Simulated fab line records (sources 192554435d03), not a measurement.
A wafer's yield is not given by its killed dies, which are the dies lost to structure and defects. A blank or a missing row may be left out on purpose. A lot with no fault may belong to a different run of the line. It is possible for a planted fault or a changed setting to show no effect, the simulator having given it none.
Chamber matching + flow n5Finfet + N5_FIN_SAQP_ETCH_34 on rieDiel-01 has 4 sister chambers
The step etches SiO2 in C4F6/O2, target depth 45 nm, time 15 s. 30 wafers are shown with their chamber, then 12 later ones without.

## WAFERS, EACH WITH ITS CHAMBER
| wafer  | chamber | throttleValvePct (%) | drypumpMotorCurrentA (A) | showerheadPlenumPTorr (Torr) |
|--------|---------|----------------------|--------------------------|------------------------------|
| L074.1 | 1       | 21.17                | 5.7                      | 2.84                         |
| L074.4 | 1       | 21.15                | 5.6                      | 2.84                         |
| L074.5 | 2       | 20.74                | 5.3                      | 2.76                         |
| L076.1 | 3       | 20.62                | 5.4                      | 2.78                         |
| L076.2 | 1       | 21.16                | 5.7                      | 2.84                         |
| L076.4 | 3       | 20.61                | 5.4                      | 2.78                         |
| L078.2 | 0       | 21.44                | 6.2                      | 2.84                         |
| L078.4 | 3       | 20.64                | 5.4                      | 2.78                         |
| L078.6 | 0       | 21.44                | 6.2                      | 2.84                         |
| L081.2 | 1       | 21.18                | 5.6                      | 2.84                         |
| L081.3 | 3       | 20.64                | 5.4                      | 2.78                         |
| L081.4 | 2       | 20.76                | 5.3                      | 2.76                         |
| L082.2 | 1       | 21.16                | 5.6                      | 2.84                         |
| L082.4 | 0       | 21.45                | 6.2                      | 2.84                         |
| L082.6 | 1       | 21.18                | 5.7                      | 2.84                         |
| L083.1 | 3       | 20.64                | 5.4                      | 2.77                         |
| L083.2 | 0       | 21.46                | 6.2                      | 2.84                         |
| L083.3 | 2       | 20.77                | 5.3                      | 2.75                         |
| L087.1 | 1       | 21.18                | 5.7                      | 2.83                         |
| L087.3 | 0       | 21.46                | 6.2                      | 2.84                         |
| L087.6 | 2       | 20.79                | 5.3                      | 2.75                         |
| L089.1 | 0       | 21.47                | 6.2                      | 2.83                         |
| L089.5 | 2       | 20.78                | 5.3                      | 2.75                         |
| L089.6 | 3       | 20.67                | 5.4                      | 2.77                         |
| L090.1 | 3       | 20.67                | 5.4                      | 2.77                         |
| L090.3 | 1       | 21.21                | 5.6                      | 2.83                         |
| L090.4 | 2       | 20.79                | 5.2                      | 2.75                         |
| L091.2 | 2       | 20.79                | 5.3                      | 2.75                         |
| L091.5 | 1       | 21.19                | 5.6                      | 2.83                         |
| L091.6 | 2       | 20.80                | 5.3                      | 2.75                         |

SIGNATURES (means of the wafers above)
| reading               | chamber 0 | chamber 1 | chamber 2 | chamber 3 | scatter within a chamber |
|-----------------------|-----------|-----------|-----------|-----------|--------------------------|
| throttleValvePct      | 21.4533   | 21.1756   | 20.7775   | 20.6414   | 0.0188                   |
| drypumpMotorCurrentA  | 6.200     | 5.644     | 5.287     | 5.400     | 0.0345                   |
| showerheadPlenumPTorr | 2.8383    | 2.8367    | 2.7525    | 2.7757    | 0.00482                  |
Rule: distance of a wafer from a chamber = root of the sum over the readings of ((wafer's reading minus chamber's mean) / reading's scatter) squared. The wafer belongs to the nearest chamber; if the next one is less than 2 further off, it can't be placed. The scatter: take each reading less its chamber's mean, square it, sum over the shown wafers, divide by the number of wafers less the number of chambers, and take the root.

## WAFERS MISSING THEIR CHAMBER
| wafer  | throttleValvePct (%) | drypumpMotorCurrentA (A) | showerheadPlenumPTorr (Torr) |
|--------|----------------------|--------------------------|------------------------------|
| L092.1 | 20.67                | 5.4                      | 2.77                         |
| L092.2 | 20.81                | 5.3                      | 2.74                         |
| L092.4 | 21.48                | 6.1                      | 2.83                         |
| L094.1 | 21.46                | 6.2                      | 2.83                         |
| L094.5 | 21.21                | 5.6                      | 2.83                         |
| L094.6 | 21.50                | 6.2                      | 2.83                         |
| L095.3 | 20.82                | 5.3                      | 2.74                         |
| L095.4 | 21.48                | 6.2                      | 2.83                         |
| L095.6 | 21.22                | 5.7                      | 2.83                         |
| L097.1 | 20.67                | 5.4                      | 2.76                         |
| L097.3 | 21.23                | 5.7                      | 2.82                         |
| L097.5 | 20.82                | 5.3                      | 2.74                         |

## THE CHAMBER EACH PASSED THROUGH
| wafer  | from the rows above | in truth |
|--------|---------------------|----------|
| L092.1 | 3                   | 3        |
| L092.2 | 2                   | 2        |
| L092.4 | 0                   | 0        |
| L094.1 | 0                   | 0        |
| L094.5 | 1                   | 1        |
| L094.6 | 0                   | 0        |
| L095.3 | 2                   | 2        |
| L095.4 | 0                   | 0        |
| L095.6 | 1                   | 1        |
| L097.1 | 3                   | 3        |
| L097.3 | 1                   | 1        |
| L097.5 | 2                   | 2        |
12 of 12 placed correctly. From these rows, 0 cannot be placed. Number placed wrongly: 0.
